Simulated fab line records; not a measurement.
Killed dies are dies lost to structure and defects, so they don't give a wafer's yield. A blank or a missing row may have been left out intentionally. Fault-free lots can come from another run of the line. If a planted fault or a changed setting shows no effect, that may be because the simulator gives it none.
fab line records | flow n5_finfet
record lots=4 | wafers=12 | last_day=19
route steps=1938 shown BEOL_M5@1182 BEOL_M6@1194
lots that met no fault: from a run of the same line without faults
start_h: hours from the record's first day to the start of the lot's first wafer shown | wait_h: time in hours since the lot's previous step | " unchanged from the row above | L1.1+2: a row that stands for several wafers | - no value present, or no start provided | * or withheld: withheld | < > ~ a bound
route shown NAME@n: a module of which the file shows steps, and the number in the route of the first | usual: mean and standard deviation over wafers with no fault | same: alike in all rows | chamber/n: place in a boat | sites: per-site readings | _std_site: the values' standard deviation | _edge_site: the outer-site mean with the inner-site mean subtracted | radius_mm: for every site, how far away it sits from the centre of the wafer | mask NAME#n: copy n | behind: the most recent tool/chamber to have shaped the wafer | hold: reason for holding the lot/hours on hold/outcome of the hold | device: the n, p or np transistor that did not switch | end of line: tests run on the same wafers once the route is complete | a step given without rows: its recipe and nothing more | killed: dies lost to structure and defects at the first sort, not the wafer's yield | map: shows each die of a wafer: x if killed, . if not, _ if none is there
set.NAME: setting as actually run; set.NAME@STEP: the setting as run at that earlier step | model.NAME: the simulator's own value behind a step, which no gauge read
lots at selected steps of the route; one table per step, one row per wafer
services: a tool's chamber out of use, with start hour (start_h, from the record's first day; less than 0 if before it), hours out, and reason
## steps
# step N5_BEOL_M5_ANNEAL_89
# recipe temp_c=400 | time_s=1800 | ambient=vacuum
# step N5_BEOL_M5_SPUTTER_90
# recipe material=Cu | target_thk_a=45 | temp_c=-20 | chamber_pressure_pa=0.07 | power_w=withheld | time_s=8.29
# step N5_BEOL_M5_ECD_50
# recipe material=Cu | target_thk_a=3000
# step N5_BEOL_M5_ANNEAL_51
# recipe temp_c=225 | time_s=90 | ambient=N2
# step N5_BEOL_M5_CMP_52
# recipe stop_on=SiCOH_lowk | t_overpolish_s=6.9 | down_force_psi=1 | platen_rpm=50 | clearing_platen_down_force_psi=1.5 | clearing_platen_rpm=50 | post_cmp_clean=cu_alkaline | target_thk_nm=62 | clearing_platen_pad_velocity_m_s=0.99484 | pad_velocity_m_s=0.99484
# step N5_BEOL_M5_PRE_CLEAN_77
# recipe gas=NH3/H2 | time_s=15 | temp_c=* | rf_power_w=300
# step N5_BEOL_M5_CO_CAP_78
# recipe material=Co | target_thk_a=20 | temp_c=200 | precursor=CCTBA/H2 | pressure_torr=30 | time_s=102.1
# step N5_BEOL_M5_PRE_CLEAN_55
# recipe gas=NH3 | time_s=15 | temp_c=withheld | rf_power_w=300
# step N5_BEOL_M5_DEP_56
# recipe material=SiCN | target_thk_a=80 | temp_c=withheld | precursor=3MS/NH3 | pressure_torr=3 | rf_w=202 | time_s=14
# step N5_BEOL_M6_ILD_DEP_00
# recipe material=SiCOH_lowk | target_thk_a=1797.5 | temp_c=300 | precursor=DEMS/porogen | pressure_torr=5 | rf_w=500 | time_s=33.4
# usual heater_power_outer_w=139/36 | heater_power_w=310/53 | showerhead_plenum_p_Torr=5.744/0.015 | throttle_valve_pct=13.8/0.47
lot.wafer | tool     | chamber | start_h | wait_h | heater_power_outer_w | heater_power_w | showerhead_plenum_p_Torr | throttle_valve_pct | model.SiCOH_lowk_of_BEOL_M6_ILD_DEP_00.thk_nm
L160.1    | pecvd-03 | 1       | 250.38  | 0.0    | 159                  | 349            | 5.744                    | 13.4               | 173.6
L160.3    | "        | 1       | "       | "      | 159                  | 357            | 5.759                    | 13.5               | 179.8
L160.5    | "        | 1       | "       | "      | 164                  | 355            | 5.737                    | 13.5               | 178.8
L162.1    | pecvd-03 | 0       | 274.94  | 0.0    | 53                   | 198            | 5.746                    | 13.5               | 179.6
L162.2    | "        | 2       | "       | "      | 145                  | 287            | 5.735                    | 12.7               | 187
L162.5    | "        | 1       | "       | "      | 133                  | 333            | 5.743                    | 13.4               | 190.6
L166.1    | pecvd-03 | 2       | 291.26  | 0.0    | 111                  | 241            | 5.749                    | 12.8               | 179.6
L166.2    | "        | 0       | "       | "      | 90                   | 244            | 5.743                    | 13.7               | 187.4
L166.5    | "        | 2       | "       | "      | 120                  | 251            | 5.736                    | 12.6               | 188.6
L172.2    | pecvd-01 | 2       | 344.44  | 0.0    | 90                   | 231            | 5.748                    | 13.8               | 177.4
L172.4    | "        | 2       | "       | "      | 95                   | 237            | 5.744                    | 14.0               | 183.2
L172.5    | "        | 1       | "       | "      | 168                  | 367            | 5.760                    | 13.8               | 182.8
# step N5_BEOL_M6_CURE_74
# recipe temp_c=385 | time_s=240 | ambient=He/Ar | material=SiCOH_lowk
# step N5_BEOL_M6_THK_MEAS_01
# recipe reads=SiCOH_lowk_of_BEOL_M6_ILD_DEP_00
# usual M6_ILD_THK=155.3/1.8
lot.wafer | tool          | chamber | start_h | wait_h | M6_ILD_THK[nm]
L160.1    | film_metro-01 | -       | 250.98  | 0.4    | 149.5
L160.3    | "             | -       | "       | "      | 155.0
L160.5    | "             | -       | "       | "      | 154.0
L162.1    | film_metro-01 | -       | 275.99  | 0.8    | 154.9
L162.2    | "             | -       | "       | "      | 161.2
L162.5    | "             | -       | "       | "      | 164.3
L166.1    | film_metro-01 | -       | 293.77  | 1.6    | 154.9
L166.2    | "             | -       | "       | "      | 161.6
L166.5    | "             | -       | "       | "      | 162.8
L172.2    | film_metro-02 | -       | 345.50  | 0.7    | 153.0
L172.4    | "             | -       | "       | "      | 158.0
L172.5    | "             | -       | "       | "      | 157.8
# step N5_BEOL_M6_PECVD_70
# recipe material=SiO2 | target_thk_a=200 | temp_c=400 | precursor=TEOS/O2 | pressure_torr=5.5 | rf_w=450 | teos_flow_sccm=53.8 | gas=O2 | flow_sccm=3000 | time_s=22.7
# step N5_BEOL_M6_HM_DEP_02
# recipe material=TiN | target_thk_a=200 | temp_c=25 | chamber_pressure_pa=0.49996
# step N5_BEOL_M6_COAT_59
# recipe resist=SOC | temp_c=250 | time_s=60 | spin_rpm=1500 | resist_thk_nm=100
# step N5_BEOL_M6_COAT_60
# recipe resist=SiARC | temp_c=220 | time_s=60 | spin_rpm=1500 | resist_thk_nm=35
# step N5_BEOL_M6_COAT_05
# recipe resist=CAR-ArF | spin_rpm=1500 | resist_thk_nm=90
# step N5_BEOL_M6_EBR_07
# recipe solvent=PGMEA | ebr_width_mm=1.5
# step N5_BEOL_M6_SOFTBAKE_06
# recipe temp_c=110 | time_s=60 | resist=CAR-ArF
# step N5_BEOL_M6_EXPOSE_08
# recipe mask_id=M6 | na=1.35 | source_shape=dipole | sigma_inner=0.817 | sigma_outer=0.97 | polarization=te | dose_mj=68.25
# step N5_BEOL_M6_PEB_09
# recipe peb_temp_c=withheld | peb_time_s=60 | resist=CAR-ArF
# step N5_BEOL_M6_DEVELOP_10
# recipe develop_time_s=30 | developer=TMAH | resist=CAR-ArF | rinse_liquid=diw | dry=air_spin | dev_temp_c=23
# step N5_BEOL_M6_DESCUM_16
# recipe chemistry=O2 | time_s=7.9 | source_power_w=50 | bias_power_w=20 | pressure_mtorr=20 | rf_frequency_hz=2.712e+07 | temp_c=40 | resist=CAR-ArF | o2_flow_sccm=225
# step N5_BEOL_M6_ETCH_61
# recipe chemistry=CF4 | target=SiARC | target_depth_a=455 | mask_material=CAR-ArF | time_s=75.8 | ion_energy_ev=80 | pressure_mtorr=40 | source_w=545 | bias_w=36 | Ar_flow_sccm=100 | cf4_flow_sccm=100 | ends=cleared
# step N5_BEOL_M6_ETCH_62
# recipe chemistry=N2/H2 | target=SOC | target_depth_a=1100 | overetch_a=220 | mask_material=SiARC | temp_c=40 | time_s=165 | ion_energy_ev=200 | pressure_mtorr=30 | source_w=840 | bias_w=150 | n2_flow_sccm=200 | h2_flow_sccm=200
# step N5_BEOL_M6_STRIP_68
# recipe chemistry=N2/H2 | temp_c=40 | n2_flow_sccm=200 | h2_flow_sccm=200 | rf_frequency_hz=6e+07
# step N5_BEOL_M6_STRIP_67
# recipe chemistry=CF4 | resist=SiARC | power_w=300 | bias_power_w=75 | pressure_mtorr=50 | cf4_flow_sccm=150 | rf_frequency_hz=6e+07
# step N5_BEOL_M6_HM_OPEN_17
# recipe chemistry=Cl2/BCl3 | target_depth_a=200 | overetch_a=60 | target=TiN | mask_material=SOC | ion_energy_ev=150 | pressure_mtorr=10 | icp_w=1000 | bias_w=126 | Cl2_flow_sccm=53.25 | bcl3_flow_sccm=21.75 | Ar_flow_sccm=25
# step N5_BEOL_M6_STRIP_19
# recipe chemistry=O2 | power_w=400 | temp_c=40 | pressure_mtorr=30 | rf_frequency_hz=6e+07 | bias_power_w=0 | overash_fraction=0.2 | o2_flow_sccm=225
# step N5_BEOL_M6_COAT_63
# recipe resist=SOC | temp_c=250 | time_s=60 | spin_rpm=1500 | resist_thk_nm=60
# step N5_BEOL_M6_COAT_64
# recipe resist=SiARC | temp_c=220 | time_s=60 | spin_rpm=1500 | resist_thk_nm=12
# step N5_BEOL_M6_COAT_71
# recipe resist=underlayer | temp_c=205 | time_s=60 | spin_rpm=1500 | resist_thk_nm=5
# step N5_BEOL_M6_COAT_22
# recipe resist=CAR-EUV | spin_rpm=1500 | resist_thk_nm=30
# step N5_BEOL_M6_EBR_24
# recipe solvent=PGMEA | ebr_width_mm=1.5
# step N5_BEOL_M6_SOFTBAKE_23
# recipe temp_c=110 | time_s=60 | resist=CAR-EUV
# step N5_BEOL_M6_CMP_52
# recipe stop_on=SiCOH_lowk | t_overpolish_s=6.9 | down_force_psi=1 | platen_rpm=50 | clearing_platen_down_force_psi=1.5 | clearing_platen_rpm=50 | post_cmp_clean=cu_alkaline | target_thk_nm=80 | clearing_platen_pad_velocity_m_s=0.99484 | pad_velocity_m_s=0.99484
# usual barrier_field_endpoint_s=29.1/0.75 | clearing_platen_rpm=49.998/0.025 | motor_current_A=6.0/0.54 | overpolish_run_s=6.899/0.0099 | slurry_filter_dp_kPa=13.49/0.13 | time_to_endpoint_s=62.4/2.6
# same t_overpolish_s=6.9
lot.wafer | tool   | chamber | start_h | wait_h | barrier_field_endpoint_s | clearing_platen_rpm | motor_current_A | overpolish_run_s | slurry_filter_dp_kPa | time_to_endpoint_s | model.SiCOH_lowk_of_BEOL_M6_ILD_DEP_00.thk_nm
L160.3    | cmp-02 | 1       | 256.95  | 0.2    | 29.2                     | 49.997              | 5.4             | 6.888            | 13.52                | 57.8               | 152
L160.1    | "      | 2       | "       | "      | 28.8                     | 49.992              | 6.5             | 6.893            | 13.34                | 62.2               | 146.6
L160.5    | "      | 0       | "       | "      | 28.6                     | 49.978              | 6.5             | 6.898            | 13.37                | 57.3               | 151.2
L162.1    | cmp-03 | 3       | 288.99  | 0.3    | 28.8                     | 49.973              | 5.8             | 6.889            | 13.48                | 61.5               | 151.8
L162.2    | "      | 0       | "       | "      | 28.1                     | 49.970              | 5.9             | 6.902            | 13.31                | 62.8               | 158.2
L162.5    | "      | 1       | "       | "      | 28.9                     | 49.971              | 6.7             | 6.907            | 13.60                | 59.8               | 161.4
L166.1    | cmp-03 | 0       | 303.27  | 0.3    | 29.0                     | 50.016              | 6.1             | 6.900            | 13.45                | 62.5               | 151.8
L166.2    | "      | 3       | "       | "      | 28.5                     | 49.988              | 5.4             | 6.912            | 13.19                | 62.3               | 158.6
L166.5    | "      | 0       | "       | "      | 28.1                     | 49.970              | 6.3             | 6.896            | 13.49                | 59.4               | 159.8
L172.4    | cmp-02 | 1       | 354.36  | 0.1    | 28.0                     | 50.002              | 5.3             | 6.892            | 13.44                | 58.7               | 155
L172.2    | "      | 0       | "       | "      | 28.3                     | 49.943              | 6.3             | 6.894            | 13.74                | 62.7               | 150
L172.5    | "      | 2       | "       | "      | 29.3                     | 50.042              | 6.3             | 6.883            | 13.73                | 65.7               | 154.8
## services
tool     | chamber | start_h | hours | kind
pecvd-03 | 2       | 229.98  | -     | clean
pecvd-03 | 2       | 229.98  | -     | consumable_replace:showerhead
pecvd-03 | 2       | 229.98  | 29.0  | scheduled_down
pecvd-03 | 2       | 229.98  | 29.0  | vent_cycle
pecvd-01 | 1       | 231.76  | 22.7  | repair
cmp-02   | -       | 240.69  | 4.6   | pm
cmp-02   | -       | 270.72  | 4.0   | pm
cmp-02   | -       | 303.82  | 0.9   | repair
pecvd-03 | -       | 324.74  | 0.7   | repair
cmp-03   | -       | 324.96  | 4.0   | pm
cmp-02   | -       | 327.71  | 16.8  | pm
cmp-03   | -       | 328.96  | -     | consumable_replace:conditioner
cmp-03   | -       | 328.96  | -     | consumable_replace:pad
## key
first_sign step=N5_BEOL_M6_THK_MEAS_01 | reading=M6_ILD_THK | direction=up | sigmas=4 | usual=155.3 | struck=162.5
effect none on later readings
model_effect step=N5_BEOL_M6_ILD_DEP_00 | value=SiCOH_lowk_of_BEOL_M6_ILD_DEP_00.thk_nm | without=181.6 | struck=188.4
model_effect step=N5_BEOL_M6_CMP_52 | value=SiCOH_lowk_of_BEOL_M6_ILD_DEP_00.thk_nm | without=153.6 | struck=159.5
met_at N5_BEOL_M6_ILD_DEP_00
struck_wafers L162.2,L162.5,L166.2,L166.5
onset_between 250.38 274.94
fault kind=process_parameter_drift | tool=pecvd-03 | chamber=- | onset_h=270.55 | steps=N5_BEOL_M6_ILD_DEP_00 | channel=target_thk_a | offset=* | shape=step | end_h=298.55 | scope=struck_wafers_only | acts_in=* | stated=*
